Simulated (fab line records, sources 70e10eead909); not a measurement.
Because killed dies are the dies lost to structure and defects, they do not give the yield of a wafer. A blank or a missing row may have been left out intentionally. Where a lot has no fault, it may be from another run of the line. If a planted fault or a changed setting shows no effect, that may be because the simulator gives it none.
Struck lot and sound lot, side by side	flow nandHarc	15 steps out of a route of 1302
Sound: these wafers, L605.2, L605.4, L605.6. The struck wafers were L604.1, L604.2, L604.5. The cause comes at the end.
Each step with rows lists, per side, the tool, then ch with its chambers, then its first start. Under that, the readings that differ: sound wafers	struck wafers	difference of the means	sigmas: that difference in standard deviations of wafers without a fault.
alike: readings with means less than 2 such deviations apart, plus words and numbers identical on both sides. not compared: withheld readings, readings lacking a value on some wafer, bounds such as >300 that could conceal the same value, and numbers that have no deviation in the record and whose values overlap.
The two part at a step that has a row with sigmas, a row that says differs or no value, or rows on one side only. Non-overlapping numbers with no deviation appear without sigmas and do not part them. Lack of a reading on every wafer of one side parts them only where that side has two or more wafers.

first, 6 steps without rows for these wafers: NHARC_A_CHANNEL_HOLE_D2_COAT_04 (resist thk 90 nm); NHARC_A_CHANNEL_HOLE_D2_SOFTBAKE_05 (time 55 s); NHARC_A_CHANNEL_HOLE_D2_EBR_06; NHARC_A_CHANNEL_HOLE_D2_EXPOSE_07 (exposes mask HOLE D2, target cd 100 nm); NHARC_A_CHANNEL_HOLE_D2_PEB_08 (peb time 65 s); NHARC_A_CHANNEL_HOLE_D2_DEVELOP_09 (develop time 35 s).
NHARC_A_CHANNEL_HOLE_D2_CD_MEAS_10: the cd target is 100 nm.
  sound on cdSem-02 ch 0, day 20 01:46; struck on cdSem-02 ch 0, day 19 19:55
  alike: cdNm
NHARC_A_CHANNEL_HOLE_D2_OVL_MEAS_11:
  sound: overlay-02 at day 20 01:51; struck: overlay-01 at day 19 20:00
  alike: overlayXNm, overlayYNm
NHARC_A_CHANNEL_HOLE_D2_INSPECT_12:
  sound: defectInspect-02 at day 20 01:54; struck: defectInspect-02 at day 19 20:02
  alike: rawDefectCount
NHARC_A_CHANNEL_HOLE_D2_DESCUM_15: chemistry O2, time 3 s.
  sound on rieDiel-08 ch 0,1, day 20 01:58; struck on rieDiel-02 ch 0,3, day 19 20:06
  alike: drypumpMotorCurrentA, o2FlowSccm, oesProductAu, rfVppV, showerheadPlenumPTorr, throttleValvePct
  not compared: rfHoursCounterH
NHARC_A_CHANNEL_HOLE_D2_ETCH_38: etches the open film in CF4, target depth 39 nm, time 65 s.
  sound on rieDiel-08 ch 2,3, day 20 02:02; struck on rieDiel-02 ch 0,2,3, day 19 20:11
  alike: biasW, cf4FlowSccm, drypumpMotorCurrentA, oesProductAu, rfFwdPowerW, rfVppV, showerheadPlenumPTorr, throttleValvePct
  not compared: rfHoursCounterH
NHARC_A_CHANNEL_HOLE_D2_ETCH_39: etches the open film in N2/H2, target depth 260 nm, time 325 s.
  sound: rieDiel-08 ch 0,1,2; struck: rieDiel-02 ch 0,2,3
  alike: biasW, chamberPressureMTorr, drypumpMotorCurrentA, oesProductAu, rfFwdPowerW, rfVppV, showerheadPlenumPTorr, throttleValvePct
  not compared: rfHoursCounterH
NHARC_A_CHANNEL_HOLE_D2_ETCH_34: etches the open film in CF4/CHF3, target depth 154 nm, time 77 s.
  sound on rieDiel-08 ch 0,3, day 20 02:24; struck on rieDiel-02 ch 1,3, day 19 20:32
  no value came back on the struck wafers for any of 8 readings (biasW (W), cf4FlowSccm (sccm) and others); on the sound wafers biasW (W) reads 200.6 200.9 199.6
  not compared: rfHoursCounterH
NHARC_A_CHANNEL_HOLE_D2_ETCH_16: etches the open film in O2/COS, target depth 3100 nm, time 806 s.
  sound: rieDiel-08 ch 0,1,3; struck: rieDiel-02 ch 1,2,3
  alike: biasW, chamberPressureMTorr, drypumpMotorCurrentA, o2FlowSccm, oesProductAu, rfFwdPowerW, rfVppV, showerheadPlenumPTorr, throttleValvePct
  not compared: rfHoursCounterH
-- record jumps: 11 days between struck wafers' starts before vs after; left off in module A_CHANNEL_HOLE_D2, resumes in module END, first step shown is number 1302 of the route --
NHARC_END_SORT_01:
  here the record holds rows for the struck wafers (prober-02 ch 0, day 31 07:06) but none for the sound ones

WHERE THEY PART
First at NHARC_A_CHANNEL_HOLE_D2_ETCH_34; last, within this record, at NHARC_END_SORT_01.

WHY: what the simulator had put in
Skipped step whole: rieDiel-02, from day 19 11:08 on, at NHARC_A_CHANNEL_HOLE_D2_ETCH_34. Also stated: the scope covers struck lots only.
